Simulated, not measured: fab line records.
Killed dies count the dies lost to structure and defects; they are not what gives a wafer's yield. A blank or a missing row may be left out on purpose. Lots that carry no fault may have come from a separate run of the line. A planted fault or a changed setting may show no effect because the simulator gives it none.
fab line records	flow n5_finfet
record lots=7	wafers=18	last_day=17
route steps=1938 shown BEOL_M1@782 BEOL_M4@1111 PASSIVATION@1936
lots untouched by any fault: they come from a run of this same line in which no faults occurred
start_h: start of the lot's first displayed wafer, in hours after the record's first day	wait_h: hours since the lot's step before	" as in the row above	L1.1+2: a single row standing in for several wafers	- either no value or no given start	* or withheld: withheld	< > ~ a bound
route shown NAME@n: a module of which the file shows steps, and the number in the route of the first	usual: the fault-free wafers' mean and standard deviation	same: alike in all rows	chamber/n: place in a boat	sites: the reading at each site	_std_site: the standard deviation of these	_edge_site: mean of outer sites minus mean of inner sites	radius_mm: how far each site lies from the wafer's centre	mask NAME#n: copy n	behind: the most recent tool/chamber to have shaped the wafer	hold: why the lot went on hold/how many hours it stayed there/how the hold came to an end	device: which transistor (n, p or np) failed to switch	end of line: the tests these same wafers got at the end of their route	step lacking rows: just its recipe	killed: dies that structure and defects cost at the first sort, which is not the same as the wafer's yield	map: per-die view of a wafer (x killed, . not killed, _ where there is no die)
set.NAME: the setting that was run; set.NAME@STEP: the one run at that earlier step	model.NAME: the simulator's own value behind a step, which no gauge read
lots at selected steps of the route; one table per step, one row per wafer
services: a tool's chamber out of use, with start hour (start_h, from the record's first day; less than 0 if before it), hours out, and reason
## steps
# step N5_BEOL_M1_SOFTBAKE_23
# recipe temp_c=110	time_s=60	resist=CAR-EUV
# step N5_BEOL_M1_EXPOSE_25
# recipe mask_id=V0	na=0.33	source_shape=quasar	sigma_inner=0.2	sigma_outer=0.8	polarization=unpolarized	defocus_nm=5	target_cd_nm=24	dose_mj=63
# step N5_BEOL_M1_PEB_26
# recipe peb_temp_c=100	peb_time_s=60	resist=CAR-EUV
# step N5_BEOL_M1_DEVELOP_27
# recipe develop_time_s=30	developer=TMAH	resist=CAR-EUV	rinse_liquid=surfactant_rinse	dry=air_spin	dev_temp_c=23
# step N5_BEOL_M1_CD_MEAS_28
# recipe landing_energy_ev=500	detector=se_inlens	target_cd_y_nm=23.3
# usual cd_nm=23.76/0.25
lot.wafer	tool	chamber	start_h	wait_h	cd_nm
L627.4	cd_sem-03	0	142.09	-	23.89
L627.5	"	0	"	"	23.91
L627.6	"	0	"	"	23.73
L629.2	cd_sem-03	0	164.61	-	23.45
L629.3	"	0	"	"	23.47
L629.5	"	0	"	"	23.92
L633.1	cd_sem-03	0	176.01	-	23.51
L633.3	"	0	"	"	23.28
L633.4	"	0	"	"	23.73
L636.2	cd_sem-03	0	197.27	-	24.01
L636.5	"	0	"	"	23.89
L636.6	"	0	"	"	23.58
L641.4	cd_sem-02	0	226.36	-	23.85
L641.6	"	0	"	"	23.59
L642.2	cd_sem-03	0	237.30	-	23.67
L642.5	"	0	"	"	23.45
L644.4	cd_sem-02	0	252.97	-	24.02
L644.6	"	0	"	"	24.15
# step N5_BEOL_M1_OVL_MEAS_29
# recipe points_per_wafer=522
# usual V0_OVL=0.5/0.67
lot.wafer	tool	chamber	start_h	wait_h	V0_OVL[nm]
L627.4	overlay-02	0	142.13	0.0	0.0
L627.5	"	0	"	"	-0.9
L627.6	"	0	"	"	-0.8
L629.2	overlay-01	0	164.65	0.0	0.2
L629.3	"	0	"	"	0.5
L629.5	"	0	"	"	0.5
L633.1	overlay-01	0	176.04	0.0	0.0
L633.3	"	0	"	"	0.7
L633.4	"	0	"	"	1.6
L636.2	overlay-02	0	197.30	0.0	0.0
L636.5	"	0	"	"	1.4
L636.6	"	0	"	"	-0.1
L641.4	overlay-01	0	226.40	0.0	0.0
L641.6	"	0	"	"	0.4
L642.2	overlay-01	0	237.34	0.0	0.8
L642.5	"	0	"	"	0.4
L644.4	overlay-01	0	253.01	0.0	-0.4
L644.6	"	0	"	"	0.1
# step N5_BEOL_M1_INSPECT_30
# recipe mode=adi	inspect_instrument=brightfield
# usual raw_defect_count=392/91
lot.wafer	tool	chamber	start_h	wait_h	raw_defect_count
L627.4	defect_inspect-02	-	142.17	0.0	332
L627.5	"	-	"	"	393
L627.6	"	-	"	"	311
L629.2	defect_inspect-02	-	164.70	0.0	386
L629.3	"	-	"	"	460
L629.5	"	-	"	"	425
L633.1	defect_inspect-01	-	176.10	0.1	239
L633.3	"	-	"	"	371
L633.4	"	-	"	"	433
L636.2	defect_inspect-01	-	197.35	0.0	260
L636.5	"	-	"	"	172
L636.6	"	-	"	"	204
L641.4	defect_inspect-02	-	226.44	0.0	345
L641.6	"	-	"	"	395
L642.2	defect_inspect-02	-	237.39	0.0	427
L642.5	"	-	"	"	493
L644.4	defect_inspect-01	-	253.05	0.0	461
L644.6	"	-	"	"	411
# step N5_BEOL_M1_DESCUM_33
# recipe chemistry=O2	time_s=7	source_power_w=50	bias_power_w=20	pressure_mtorr=20	rf_frequency_hz=2.712e+07	temp_c=40	resist=CAR-EUV	o2_flow_sccm=225
# usual drypump_motor_current_A=5.8/0.47	oes_product_au=0.75/0.062	rf_vpp_V=243.1/1.4	showerhead_plenum_p_Torr=2.09/0.065	throttle_valve_pct=20.46/0.19
# same time_s=7
lot.wafer	tool	chamber	start_h	wait_h	drypump_motor_current_A	oes_product_au	rf_hours_counter_h	rf_vpp_V	showerhead_plenum_p_Torr	throttle_valve_pct
L627.4	rie_diel-01	2	142.21	0.0	5.9	0.72	173	244.6	2.15	20.43
L627.5	"	0	"	"	6.1	0.78	-	241.2	2.03	20.77
L627.6	"	1	"	"	6.5	0.92	-	242.6	2.13	20.24
L629.2	rie_diel-01	2	164.77	0.1	5.9	0.72	181	246.1	2.15	20.44
L629.3	"	0	"	"	6.0	0.77	145	239.9	2.03	20.75
L629.5	"	3	"	"	5.0	0.72	-	241.5	2.01	20.59
L633.1	rie_diel-02	3	176.24	0.1	5.9	0.71	199	242.8	2.00	20.53
L633.3	"	0	"	"	5.8	0.74	163	243.5	2.09	20.29
L633.4	"	1	"	"	6.1	0.72	189	244.1	2.17	20.47
L636.2	rie_diel-01	3	197.39	0.0	5.0	0.71	200	241.3	2.01	20.60
L636.5	"	1	"	"	6.5	0.90	-	243.7	2.13	20.27
L636.6	"	0	"	"	6.0	0.76	-	241.1	2.03	20.80
L641.4	rie_diel-01	2	226.48	0.0	5.9	0.70	200	244.7	2.14	20.48
L641.6	"	3	"	"	5.0	0.71	-	242.1	2.01	20.60
L642.2	rie_diel-01	3	237.42	0.0	5.0	0.71	212	242.2	2.00	20.61
L642.5	"	2	"	"	5.9	0.70	-	244.3	2.14	20.48
L644.4	rie_diel-02	3	253.09	0.0	5.9	0.68	221	242.2	1.99	20.56
L644.6	"	0	"	"	5.7	0.72	-	242.6	2.08	20.35
# step N5_BEOL_M1_ETCH_77
# recipe chemistry=N2/H2	target=underlayer	target_depth_a=65	mask_material=CAR-EUV	time_s=5.2	ion_energy_ev=200	pressure_mtorr=30	source_w=840	bias_w=150	n2_flow_sccm=200	h2_flow_sccm=200	ends=cleared
# usual bias_w=150.0/0.49	drypump_motor_current_A=5.8/0.47	etch_rf_on_time_s=5.22/0.12	oes_product_au=0.64/0.048	rf_vpp_V=523.6/2.7	showerhead_plenum_p_Torr=2.53/0.084	throttle_valve_pct=17.89/0.16
lot.wafer	tool	chamber	start_h	wait_h	bias_w	drypump_motor_current_A	etch_rf_on_time_s	oes_product_au	rf_hours_counter_h	rf_vpp_V	showerhead_plenum_p_Torr	throttle_valve_pct
L627.4	rie_diel-01	2	142.24	0.0	150.1	5.9	5.30	0.63	173	528.8	2.63	17.95
L627.5	"	0	"	"	150.7	6.0	5.18	0.68	-	521.8	2.44	17.95
L627.6	"	1	"	"	149.6	6.5	5.30	0.76	-	525.3	2.60	17.82
L629.2	rie_diel-01	2	164.81	0.0	149.9	5.9	5.37	0.62	181	525.3	2.63	17.96
L629.3	"	0	"	"	149.7	6.0	5.25	0.67	145	522.3	2.44	17.96
L629.5	"	3	"	"	149.9	5.0	5.22	0.60	-	519.2	2.43	18.03
L633.1	rie_diel-02	3	176.28	0.0	150.0	5.9	5.36	0.59	199	522.9	2.43	18.06
L633.3	"	0	"	"	149.7	5.7	5.08	0.63	163	522.3	2.53	17.74
L633.4	"	1	"	"	149.8	6.2	5.20	0.62	189	528.4	2.60	17.66
L636.2	rie_diel-01	3	197.42	0.0	148.5	5.0	5.16	0.61	200	520.3	2.43	18.02
L636.5	"	1	"	"	150.4	6.5	5.36	0.75	-	524.5	2.60	17.84
L636.6	"	0	"	"	150.0	6.0	5.30	0.65	-	520.3	2.43	17.97
L641.4	rie_diel-01	2	226.51	0.0	149.8	6.0	5.27	0.60	200	524.7	2.62	17.99
L641.6	"	3	"	"	149.9	5.0	5.12	0.59	-	520.5	2.42	18.04
L642.2	rie_diel-01	3	237.46	0.0	148.8	5.0	5.10	0.59	212	520.7	2.42	18.04
L642.5	"	2	"	"	149.6	6.0	5.31	0.61	-	528.6	2.62	17.98
L644.4	rie_diel-02	3	253.12	0.0	149.6	5.9	5.35	0.58	221	521.4	2.42	18.08
L644.6	"	0	"	"	150.1	5.8	5.03	0.62	-	522.7	2.52	17.77
# step N5_BEOL_M1_ETCH_69
# recipe chemistry=CF4	target=SiARC	target_depth_a=156	mask_material=CAR-EUV	time_s=26	ion_energy_ev=80	pressure_mtorr=40	source_w=545	bias_w=36	Ar_flow_sccm=100	cf4_flow_sccm=100	ends=cleared
# usual bias_w=36.00/0.11	drypump_motor_current_A=5.8/0.47	etch_rf_on_time_s=26.1/0.53	oes_product_au=0.64/0.048	rf_vpp_V=184.0/1.2	showerhead_plenum_p_Torr=2.13/0.07	throttle_valve_pct=15.67/0.14
lot.wafer	tool	chamber	start_h	wait_h	bias_w	drypump_motor_current_A	etch_rf_on_time_s	oes_product_au	rf_hours_counter_h	rf_vpp_V	showerhead_plenum_p_Torr	throttle_valve_pct
L627.4	rie_diel-01	2	142.26	0.0	36.19	6.0	26.3	0.63	173	185.7	2.22	15.81
L627.5	"	0	"	"	35.93	6.0	26.1	0.68	-	184.5	2.06	15.78
L627.6	"	1	"	"	35.98	6.5	26.4	0.77	-	185.6	2.18	15.41
L629.2	rie_diel-01	2	164.82	0.0	36.08	6.0	26.8	0.62	181	186.4	2.22	15.84
L629.3	"	0	"	"	36.07	6.0	26.0	0.66	145	183.5	2.06	15.81
L629.5	"	3	"	"	35.91	5.0	25.8	0.61	-	184.0	2.05	15.65
L633.1	rie_diel-02	3	176.30	0.0	35.93	5.9	26.8	0.60	199	183.1	2.04	15.69
L633.3	"	0	"	"	36.11	5.7	25.4	0.63	163	183.7	2.14	15.57
L633.4	"	1	"	"	36.07	6.2	25.9	0.62	189	184.8	2.22	15.66
L636.2	rie_diel-01	3	197.44	0.0	36.12	5.0	26.2	0.61	200	183.4	2.05	15.67
L636.5	"	1	"	"	35.99	6.5	26.6	0.75	-	185.3	2.17	15.42
L636.6	"	0	"	"	36.25	6.1	26.1	0.66	-	182.6	2.06	15.82
L641.4	rie_diel-01	2	226.53	0.0	35.93	6.0	26.4	0.61	200	185.0	2.21	15.87
L641.6	"	3	"	"	36.06	5.0	25.5	0.60	-	183.1	2.05	15.69
L642.2	rie_diel-01	3	237.47	0.0	35.98	5.0	25.4	0.61	212	184.4	2.05	15.70
L642.5	"	2	"	"	36.04	5.9	26.4	0.61	-	185.9	2.21	15.88
L644.4	rie_diel-02	3	253.14	0.0	36.06	5.9	26.8	0.58	221	182.1	2.03	15.76
L644.6	"	0	"	"	35.88	5.7	25.2	0.62	-	184.5	2.14	15.62
# step N5_BEOL_M1_ALD_98
# recipe material=SiO2	target_thk_a=25	temp_c=100	ald_precursor_family=BDEAS	ald_co_reactant=O2-plasma	pulse_time_s=1	co_reactant_pulse_time_s=1	purge_time_s=2	co_reactant_purge_time_s=2	ald_cycles=17	pressure_torr=2
# usual heater_power_w=76/7.8	precursor_pulse_height_rel=1.000/0.019
# same pulse_time_s=1
lot.wafer	tool	chamber	start_h	wait_h	heater_power_w	precursor_pulse_height_rel
L627.4	ald_sin-03	0	142.38	0.1	69	0.996
L627.5	"	0	"	"	68	0.988
L627.6	"	3	"	"	71	1.052
L629.2	ald_sin-02	2	164.96	0.1	76	1.012
L629.3	"	1	"	"	79	0.998
L629.5	"	2	"	"	77	1.004
L633.1	ald_sin-04	3	176.38	0.1	83	0.980
L633.3	"	1	"	"	85	0.997
L633.4	"	0	"	"	62	0.991
L636.2	ald_sin-03	2	197.94	0.5	88	1.002
L636.5	"	3	"	"	74	1.005
L636.6	"	2	"	"	88	0.985
L641.4	ald_sin-03	2	226.61	0.1	85	1.023
L641.6	"	2	"	"	89	0.996
L642.2	ald_sin-03	2	237.56	0.1	88	0.996
L642.5	"	0	"	"	68	0.995
L644.4	ald_sin-02	3	253.34	0.2	76	0.996
L644.6	"	0	"	"	63	1.010
# step N5_BEOL_M1_ETCHBACK_99
# recipe chemistry=CHF3	target=SiO2	target_depth_a=50	time_s=10.4	source_w=215	bias_w=47	Ar_flow_sccm=200	CHF3_flow_sccm=12	ion_energy_ev=100	pressure_mtorr=30
# usual bias_w=46.99/0.14	drypump_motor_current_A=5.8/0.47	oes_product_au=0.75/0.06	rf_vpp_V=242/4.4	showerhead_plenum_p_Torr=2.15/0.077	throttle_valve_pct=17.12/0.16
# same time_s=10.4
lot.wafer	tool	chamber	start_h	wait_h	bias_w	drypump_motor_current_A	oes_product_au	rf_hours_counter_h	rf_vpp_V	showerhead_plenum_p_Torr	throttle_valve_pct
L627.4	rie_diel-02	3	147.57	5.1	47.27	5.9	0.70	188	242	2.05	17.10
L627.5	"	0	"	"	47.07	5.7	0.75	-	239	2.15	16.94
L627.6	"	3	"	"	47.05	5.9	0.71	-	239	2.05	17.12
L629.2	rie_diel-05	2	165.08	0.1	47.04	5.6	0.71	208	232	2.23	17.16
L629.3	"	1	"	"	46.94	5.7	0.72	170	243	2.07	17.50
L629.5	"	0	"	"	46.99	5.9	0.85	-	252	2.27	17.08
L633.1	rie_diel-02	0	176.57	0.1	46.93	5.8	0.73	163	240	2.15	16.96
L633.3	"	1	"	"	46.92	6.1	0.73	189	241	2.23	17.13
L633.4	"	3	"	"	46.88	5.9	0.70	199	241	2.04	17.14
L636.2	rie_diel-02	0	199.47	1.5	47.13	5.7	0.73	170	239	2.14	16.99
L636.5	"	2	"	"	46.86	4.9	0.73	-	242	2.13	16.96
L636.6	"	1	"	"	46.95	6.2	0.72	-	241	2.23	17.12
L641.4	rie_diel-02	3	227.88	1.2	46.91	5.9	0.69	214	240	2.04	17.15
L641.6	"	3	"	"	47.17	5.9	0.69	-	241	2.04	17.16
L642.2	rie_diel-02	1	237.68	0.1	47.00	6.2	0.70	206	241	2.23	17.15
L642.5	"	1	"	"	47.04	6.2	0.71	-	239	2.23	17.16
L644.4	rie_diel-02	0	256.54	3.1	47.15	5.8	0.72	187	238	2.14	16.99
L644.6	"	2	"	"	47.01	5.0	0.71	-	241	2.12	16.98
# step N5_BEOL_M1_ETCH_70
# recipe chemistry=N2/H2	target=SOC	target_depth_a=800	overetch_a=160	mask_material=SiARC	temp_c=40	time_s=120	ion_energy_ev=200	pressure_mtorr=30	source_w=840	bias_w=150	n2_flow_sccm=200	h2_flow_sccm=200
# usual bias_w=150.0/0.42	drypump_motor_current_A=5.8/0.47	oes_product_au=0.57/0.044	rf_vpp_V=523.6/2.7	showerhead_plenum_p_Torr=2.53/0.087	throttle_valve_pct=17.86/0.15
# same time_s=120
lot.wafer	tool	chamber	start_h	wait_h	bias_w	drypump_motor_current_A	oes_product_au	rf_hours_counter_h	rf_vpp_V	showerhead_plenum_p_Torr	throttle_valve_pct	model.SiARC_of_BEOL_M1_COAT_68.thk_nm
L627.4	rie_diel-02	3	147.61	0.0	149.9	5.9	0.55	188	520.9	2.44	17.97	6.4
L627.5	"	0	"	"	150.1	5.7	0.56	-	525.1	2.53	17.66	6.2
L627.6	"	3	"	"	150.2	5.9	0.55	-	521.2	2.44	17.99	6.6
L629.2	rie_diel-05	2	165.12	0.0	151.1	5.6	0.56	208	525.0	2.62	17.77	6.6
L629.3	"	1	"	"	149.6	5.7	0.56	170	520.4	2.42	18.27	6.6
L629.5	"	0	"	"	149.5	5.9	0.65	-	526.7	2.68	17.70	6
L633.1	rie_diel-02	0	176.60	0.0	149.2	5.7	0.56	163	523.3	2.53	17.70	6.2
L633.3	"	1	"	"	149.7	6.1	0.56	189	524.5	2.60	17.61	6.4
L633.4	"	3	"	"	149.9	5.9	0.55	199	520.0	2.43	18.00	6.6
L636.2	rie_diel-02	0	199.51	0.0	149.9	5.8	0.56	170	524.6	2.53	17.70	6.2
L636.5	"	2	"	"	150.8	4.9	0.56	-	524.2	2.52	17.77	6.4
L636.6	"	1	"	"	149.9	6.1	0.55	-	525.6	2.60	17.63	6.4
L641.4	rie_diel-02	3	227.92	0.0	149.8	5.9	0.53	214	521.1	2.43	18.03	6.4
L641.6	"	3	"	"	149.3	5.9	0.53	-	520.4	2.43	18.03	4.6
L642.2	rie_diel-02	1	237.71	0.0	149.9	6.2	0.54	206	526.4	2.60	17.65	6.2
L642.5	"	1	"	"	149.7	6.2	0.55	-	525.6	2.60	17.64	4.2
L644.4	rie_diel-02	0	256.58	0.0	150.3	5.7	0.55	187	524.0	2.52	17.73	6.2
L644.6	"	2	"	"	150.2	4.9	0.55	-	523.5	2.51	17.80	4.4
# step N5_BEOL_M1_STRIP_71
# recipe chemistry=N2/H2	temp_c=40	n2_flow_sccm=200	h2_flow_sccm=200	rf_frequency_hz=6e+07
# step N5_BEOL_M1_STRIP_78
# recipe chemistry=N2/H2	temp_c=40	n2_flow_sccm=200	h2_flow_sccm=200	rf_frequency_hz=6e+07
# step N5_BEOL_M1_VIA_ETCH_34
# recipe chemistry=C4F6/O2	target_depth_a=678	mask_material=SOC	pressure_mtorr=15	ion_energy_ev=250	taper_deg=4	time_s=64.4	source_w=350	bias_w=170	Ar_flow_sccm=300	C4F6_flow_sccm=10	O2_flow_sccm=10
# usual O2_flow_sccm=9.996/0.028	bias_w=170.0/0.52	drypump_motor_current_A=5.8/0.47	oes_product_au=0.75/0.06	rf_vpp_V=668/11	showerhead_plenum_p_Torr=2.83/0.099	throttle_valve_pct=30.76/0.23
# same time_s=64.4
lot.wafer	tool	chamber	start_h	wait_h	O2_flow_sccm	bias_w	drypump_motor_current_A	oes_product_au	rf_hours_counter_h	rf_vpp_V	showerhead_plenum_p_Torr	throttle_valve_pct	model.BEOL_M1.cd_nm
L627.4	rie_diel-02	3	147.71	0.0	9.987	171.0	5.9	0.70	188	665	2.71	30.64	18
L627.5	"	0	"	"	9.966	169.8	5.7	0.74	-	662	2.84	30.46	18
L627.6	"	3	"	"	9.966	170.9	5.9	0.71	-	664	2.71	30.66	18.2
L629.2	rie_diel-05	2	165.22	0.0	10.002	169.8	5.6	0.72	208	645	2.95	30.72	17.6
L629.3	"	1	"	"	9.993	170.6	5.7	0.72	170	676	2.74	31.38	17.2
L629.5	"	0	"	"	9.989	170.2	5.9	0.85	-	694	3.00	30.89	17.6
L633.1	rie_diel-02	0	176.70	0.0	9.965	170.4	5.7	0.74	163	663	2.83	30.48	17.4
L633.3	"	1	"	"	9.998	169.5	6.1	0.72	189	664	2.94	30.77	17.8
L633.4	"	3	"	"	10.021	170.3	5.9	0.69	199	664	2.71	30.65	18
L636.2	rie_diel-02	0	199.61	0.0	9.995	169.5	5.7	0.72	170	663	2.83	30.49	18
L636.5	"	2	"	"	10.026	169.7	4.9	0.73	-	668	2.81	30.52	18.2
L636.6	"	1	"	"	10.018	169.5	6.2	0.72	-	667	2.94	30.80	17.8
L641.4	rie_diel-02	3	228.02	0.0	9.985	170.8	5.9	0.68	214	663	2.70	30.67	17.6
L641.6	"	3	"	"	10.021	170.3	5.9	0.69	-	663	2.70	30.66	18.6
L642.2	rie_diel-02	1	237.81	0.0	10.021	170.4	6.2	0.72	206	668	2.94	30.82	17.2
L642.5	"	1	"	"	9.995	169.3	6.2	0.71	-	666	2.94	30.80	18.4
L644.4	rie_diel-02	0	256.68	0.0	10.012	169.4	5.7	0.71	187	663	2.82	30.50	17.8
L644.6	"	2	"	"	9.987	169.0	5.0	0.71	-	669	2.81	30.55	19
# step N5_BEOL_M1_STRIP_83
# recipe chemistry=C4F6/O2	resist=SiARC	rf_frequency_hz=6e+07
# step N5_BEOL_M4_RC_MEAS_101
# usual DIBL_N=36.0/1.6	DIBL_P=36.1/2	IOFF_N=0.160/0.029	IOFF_P=0.21/0.039	ION_N=675/13	ION_P=464/8.8	SS_N=71.5/0.58	SS_P=73.3/0.65	VT_N=250/3.3	VT_P=-249/3.6
lot.wafer	tool	chamber	start_h	wait_h	DIBL_N[mV/V]	DIBL_P[mV/V]	IOFF_N[nA/um]	IOFF_P[nA/um]	ION_N[uA/um]	ION_P[uA/um]	SS_N[mV/dec]	SS_P[mV/dec]	VT_N[mV]	VT_P[mV]
L627.4	prober-02	0	187.27	0.5	35.3	35.7	0.135	0.17	667	455	72.0	72.2	252	-256
L627.5	"	0	"	"	33.8	33.5	0.111	0.14	656	454	71.8	72.8	256	-258
L627.6	"	0	"	"	35.2	34.8	0.135	0.17	675	460	71.8	73.1	253	-254
L629.2	prober-02	0	204.80	0.2	36.0	34.9	0.136	0.20	663	461	71.1	72.7	252	-248
L629.3	"	0	"	"	37.8	37.3	0.179	0.24	683	467	71.7	73.8	248	-248
L629.5	"	0	"	"	36.9	36.2	0.153	0.22	688	471	71.0	73.2	250	-245
L633.1	prober-02	0	220.01	0.0	36.2	34.9	0.161	0.21	669	460	71.2	73.3	250	-247
L633.3	"	0	"	"	38.6	37.5	0.207	0.25	681	456	72.4	73.8	246	-248
L633.4	"	0	"	"	39.3	39.8	0.235	0.27	705	476	72.2	74.7	241	-248
L636.2	prober-02	0	238.21	0.2	36.3	34.7	0.160	0.19	676	458	70.9	73.1	249	-252
L636.5	"	0	"	"	37.9	36.9	0.190	0.22	684	467	71.4	73.5	246	-250
L636.6	"	0	"	"	35.0	33.2	0.136	0.18	682	465	70.9	72.7	253	-253
L641.4	prober-01	0	268.55	0.5	35.7	36.5	0.154	0.20	661	463	71.4	73.8	248	-248
L641.6	"	0	"	"	36.5	38.0	0.188	0.21	694	474	71.4	73.8	247	-248
L642.2	prober-02	0	286.48	0.2	37.5	38.7	0.187	0.26	682	474	72.0	73.6	244	-248
L642.5	"	0	"	"	35.9	35.8	0.155	0.21	694	474	71.5	72.6	247	-246
L644.4	prober-02	0	301.57	0.5	35.6	35.3	0.143	0.20	681	472	71.6	72.9	248	-249
L644.6	"	0	"	"	35.1	34.4	0.130	0.19	670	458	71.2	72.2	253	-249
# step N5_PASSIVATION_PROBE_49
# usual defect_limited_yield=91.0/1.3	killed_at_M0_to_M3=36/9.5	killed_at_M4_up=14/5.6	killed_at_contacts=12/6.4	killed_at_front_end=40/10	killed_at_other=3.2/3	killed_dies=107/15	killed_on_rim=15/4.5	killed_open=69/12	killed_short=35/7.7	sort_bin_5_function=5.3/0.91	sort_bin_6_memory=3.3/0.65	sort_n_pass=1073/15	sort_yield_pct=91.0/1.3
# same gross_dies=1180	killed_at_back_side=0	sort_bin_4_leakage[%]=0	sort_bin_8_speed[%]=0
lot.wafer	tool	chamber	start_h	wait_h	defect_limited_yield[%]	killed_at_M0_to_M3	killed_at_M4_up	killed_at_contacts	killed_at_front_end	killed_at_other	killed_dies	killed_on_rim	killed_open	killed_short	sort_bin_5_function[%]	sort_bin_6_memory[%]	sort_n_pass	sort_yield_pct[%]
L629.2	prober-02	-	310.50	0.1	91.8	41	11	6	39	0	97	19	56	34	5.3	2.2	1083	91.8
L629.3	prober-02	-	310.55	0.1	93.4	31	10	4	30	3	78	10	47	29	4.0	2.3	1102	93.4
L629.5	prober-02	-	310.65	0.2	92.5	25	16	5	38	4	88	8	52	35	4.4	2.9	1092	92.5
L633.1	prober-02	-	332.97	0.5	90.3	38	13	19	41	3	114	12	81	33	5.4	4.0	1066	90.3
L633.3	prober-02	-	333.07	0.6	92.0	34	23	11	24	2	94	12	57	33	4.3	3.3	1086	92.0
L633.4	prober-02	-	333.12	0.7	90.7	51	12	13	34	0	110	16	66	41	5.3	3.6	1070	90.7
L642.2	prober-01	-	391.66	0.1	90.5	38	11	12	51	0	112	17	69	43	6.1	3.1	1068	90.5
L642.5	prober-01	-	391.81	0.2	89.3	32	31	13	50	0	126	16	81	45	6.2	4.2	1054	89.3
L644.4	prober-01	-	405.45	0.2	92.3	31	8	4	39	9	91	9	57	32	4.5	3.1	1089	92.3
L644.6	prober-01	-	405.55	0.3	90.9	32	15	10	48	2	107	23	64	31	5.1	3.1	1073	90.9
# killed by level:class
L629.2 BEOL_M0_SAQP:geometric_particle:open=12 BEOL_M0_SAQP:geometric_particle:short=11 FIN_SAQP:geometric_particle:open=7 DUMMY_GATE:geometric_particle:open=6 HKMG_FIN:area_etch=6 FIN_SAQP:geometric_particle:short=5 MOL_CONTACT_COAG:geometric_particle:open=5 BEOL_M1:geometric_particle:open=5
L629.3 BEOL_M0_SAQP:geometric_particle:open=9 BEOL_M0_SAQP:geometric_particle:short=7 GATE_CUT:geometric_particle:short=5 BEOL_M3:geometric_particle:open=5 STARTING-WAFER:geometric_particle:short=5 FIN_SAQP:geometric_particle:open=4 MOL_CONTACT_COAG:geometric_particle:open=4 STARTING-WAFER:geometric_particle:open=4
L629.5 GATE_CUT:geometric_particle:short=10 BEOL_M4:geometric_particle:open=8 BEOL_M1:geometric_particle:short=6 BEOL_M2:geometric_particle:open=6 BEOL_M3:geometric_particle:open=5 BEOL_M5:geometric_particle:open=5 STI_FIN_REVEAL:geometric_particle:open=4 DUMMY_GATE:geometric_particle:open=4
L633.1 FIN_SAQP:geometric_particle:open=13 MOL_CONTACT_COAG:geometric_particle:open=13 BEOL_M3:geometric_particle:open=11 FIN_SAQP:geometric_particle:short=8 MOL_CONTACT_COAG:geometric_particle:short=6 BEOL_M1:geometric_particle:open=6 BEOL_M0_SAQP:geometric_particle:open=5 BEOL_M2:geometric_particle:open=5
L633.3 MOL_CONTACT_COAG:geometric_particle:open=8 BEOL_M3:geometric_particle:open=8 BEOL_M5:geometric_particle:open=7 BEOL_M0_SAQP:geometric_particle:short=6 BEOL_M0_SAQP:geometric_particle:open=6 BEOL_M1:geometric_particle:open=6 STI_FIN_REVEAL:geometric_particle:open=5 STARTING-WAFER:geometric_particle:open=4
L633.4 MOL_CONTACT_COAG:geometric_particle:open=10 BEOL_M3:geometric_particle:open=10 BEOL_M1:geometric_particle:open=9 BEOL_M0_SAQP:geometric_particle:short=8 FIN_SAQP:geometric_particle:open=7 STI_FIN_REVEAL:geometric_particle:open=6 BEOL_M0_SAQP:geometric_particle:open=6 BEOL_M3:geometric_particle:short=6
L642.2 FIN_SAQP:geometric_particle:short=18 BEOL_M0_SAQP:geometric_particle:open=13 MOL_CONTACT_COAG:geometric_particle:open=11 BEOL_M0_SAQP:geometric_particle:short=9 STI_FIN_REVEAL:geometric_particle:open=8 FIN_SAQP:geometric_particle:open=7 BEOL_M3:geometric_particle:open=7 BEOL_M4:geometric_particle:open=7
L642.5 BEOL_M4:geometric_particle:open=16 FIN_SAQP:geometric_particle:short=13 MOL_CONTACT_COAG:geometric_particle:open=12 FIN_SAQP:geometric_particle:open=9 STI_FIN_REVEAL:geometric_particle:open=7 BEOL_M0_SAQP:geometric_particle:open=7 BEOL_M4:geometric_particle:short=7 BEOL_M2:geometric_particle:open=6
L644.4 FIN_SAQP:geometric_particle:short=8 BEOL_M3:geometric_particle:open=7 FIN_SAQP:geometric_particle:open=6 BEOL_M1:geometric_particle:open=6 GATE_CUT:geometric_particle:open=5 BEOL_M0_SAQP:geometric_particle:short=5 GATE_CUT:geometric_particle:short=4 ILD0:geometric_particle:open=4
L644.6 BEOL_M0_SAQP:geometric_particle:open=9 FIN_SAQP:geometric_particle:open=8 MOL_CONTACT_COAG:geometric_particle:open=8 BEOL_M1:geometric_particle:open=8 HKMG_FIN:area_etch=8 DUMMY_GATE:geometric_particle:open=6 FIN_SAQP:geometric_particle:short=4 SPACER0:geometric_particle:short=4
## services
tool	chamber	start_h	hours	kind
rie_diel-02	1	163.00	10.2	repair
rie_diel-05	1	177.64	1.4	repair
rie_diel-01	0	181.02	4.1	repair
ald_sin-02	0	197.62	23.9	repair
ald_sin-03	2	204.26	4.2	repair
ald_sin-02	-	206.28	1.0	repair
ald_sin-04	-	250.61	6.1	pm
ald_sin-02	1	250.79	19.6	repair
## key
first_sign none at tools or gauges
model_effect step=N5_BEOL_M1_ETCH_70	value=SiARC_of_BEOL_M1_COAT_68.thk_nm	without=6.4	struck=4.4
model_effect step=N5_BEOL_M1_VIA_ETCH_34	value=BEOL_M1.cd_nm	without=17.8	struck=18.67
met_at N5_BEOL_M1_ETCH_70
struck_wafers L641.6,L642.5,L644.6
onset_between 199.51 227.92
fault kind=process_parameter_drift	tool=rie_diel-02	chamber=-	onset_h=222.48	steps=N5_BEOL_M1_ETCH_70	channel=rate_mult	offset=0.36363	shape=step	end_h=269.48	scope=struck_wafers_only
